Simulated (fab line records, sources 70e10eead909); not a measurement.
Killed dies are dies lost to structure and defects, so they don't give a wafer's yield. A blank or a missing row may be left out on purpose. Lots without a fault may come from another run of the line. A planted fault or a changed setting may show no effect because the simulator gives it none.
Problem report in the 8D (eight disciplines) form, filled by code | flow nand_harc | the parts of the form that need people (team, actions taken, sign-off) are left out

1. THE PROBLEM
raw_defect_count at NHARC_P_M1_INSPECT_11 reads a mean of 391.0 on 1 wafer of 1 lot; wafers without a fault read 4.0 with a standard deviation of 2.2. That is +99 or more standard deviations from the usual mean.
First seen on wafer L385.3, day 8 10:44, on defect_inspect-01. The record holds 34 wafers of 12 lots with a number at this step. Rule for "out", or "out of limits": more than 4 standard deviations from the usual mean. The other wafers with a number count as sound.

2. WHAT IT IS AND WHAT IT IS NOT
question                    | is                     | is not
which readings at this step | raw_defect_count       | -
which lots                  | L385                   | L378, L388, L389, L391, L392, L394, L395, L396, L397, L398, L399
which wafers of those lots  | all that have a number | -
read on which gauges        | defect_inspect-01      | defect_inspect-02
when                        | from day 8 10:44       | up to then (3 sound wafers); but 30 sound wafers of L388, L389, L391, L392, L394, L395, L396, L397, L398, L399 came after

3. SUSPECTS, AND WHAT RULES EACH OUT
Counting: a tool at a process step up to the reading stays a suspect if it ran every lot that is out and no sound lot after the first of them.
- the gauge at NHARC_P_M1_INSPECT_11: ruled out. All the wafers that are out were read on defect_inspect-01, but those of them that NHARC_END_SORT_01 has rows for are out there too, on other tools.
- cmp-04 at NHARC_P_M0_CMP_23 (polishes, t overpolish 20 s, target thk 117.53 nm): ruled out as a lasting fault. Sound lots L388, L392, L394, L396, L399, L398 ran on it after its first lot that is out, L385 (day 8 08:47).
- pecvd-01 at NHARC_P_M0_DEP_32 (deposits SiCN, target thk 30 nm): kept. It ran the lot that is out, L385 (day 8 09:27), and no sound lot after that.
Left after counting: pecvd-01 at NHARC_P_M0_DEP_32.

4. THE CAUSE (what the simulator had put in)
Chamber particle source: pecvd-01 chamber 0, from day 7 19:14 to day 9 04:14, at NHARC_P_M0_DEP_32. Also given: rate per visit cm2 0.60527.
Counting left only this tool.

5. THE CHAIN OF EFFECTS, in route order
Each row: a reading whose mean over the struck wafers that have a number lies more than 3 standard deviations from the usual. Only readings for which the record gives a usual standard deviation are gone through. hours: the time from each lot's start at the first step in this table that gives one to its start at this step, as a median over the lots. sigmas: the change in usual standard deviations.
hours | step                  | reading              | usual  | on struck wafers | change | sigmas
0     | NHARC_P_M1_INSPECT_11 | raw_defect_count     | 4.0    | 391.0            | +387.0 | +99 or more
347   | NHARC_END_SORT_01     | defect_limited_yield | 95.5 % | 87.0             | -8.5   | -6.5
347   | NHARC_END_SORT_01     | killed_at_periphery  | 3.1    | 78.0             | +74.9  | +36
347   | NHARC_END_SORT_01     | killed_dies          | 31     | 88               | +57    | +6.5
347   | NHARC_END_SORT_01     | sort_bin_2_pct       | 1.3 %  | 4.7              | +3.4   | +6.1
347   | NHARC_END_SORT_01     | sort_bin_3_pct       | 0.25 % | 2.95             | +2.70  | +13
347   | NHARC_END_SORT_01     | sort_n_pass          | 646    | 589              | -57    | -6.5
347   | NHARC_END_SORT_01     | sort_yield_pct       | 95.5 % | 87.0             | -8.5   | -6.5

6. WHAT WOULD HAVE CAUGHT IT SOONER
In this record the first reading out of limits at a measuring or inspecting step was taken at day 8 10:44, 15 hours after the fault began at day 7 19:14.
Of the tool readings at NHARC_P_M0_DEP_32 for which the record gives a usual standard deviation, none was out on any struck wafer, so an alarm limit of 4 standard deviations on them would not have fired.
All the lots that are out (1) had begun NHARC_P_M0_DEP_32 on pecvd-01 by day 8 10:44. A hold on the tool at that time would have spared none of them.
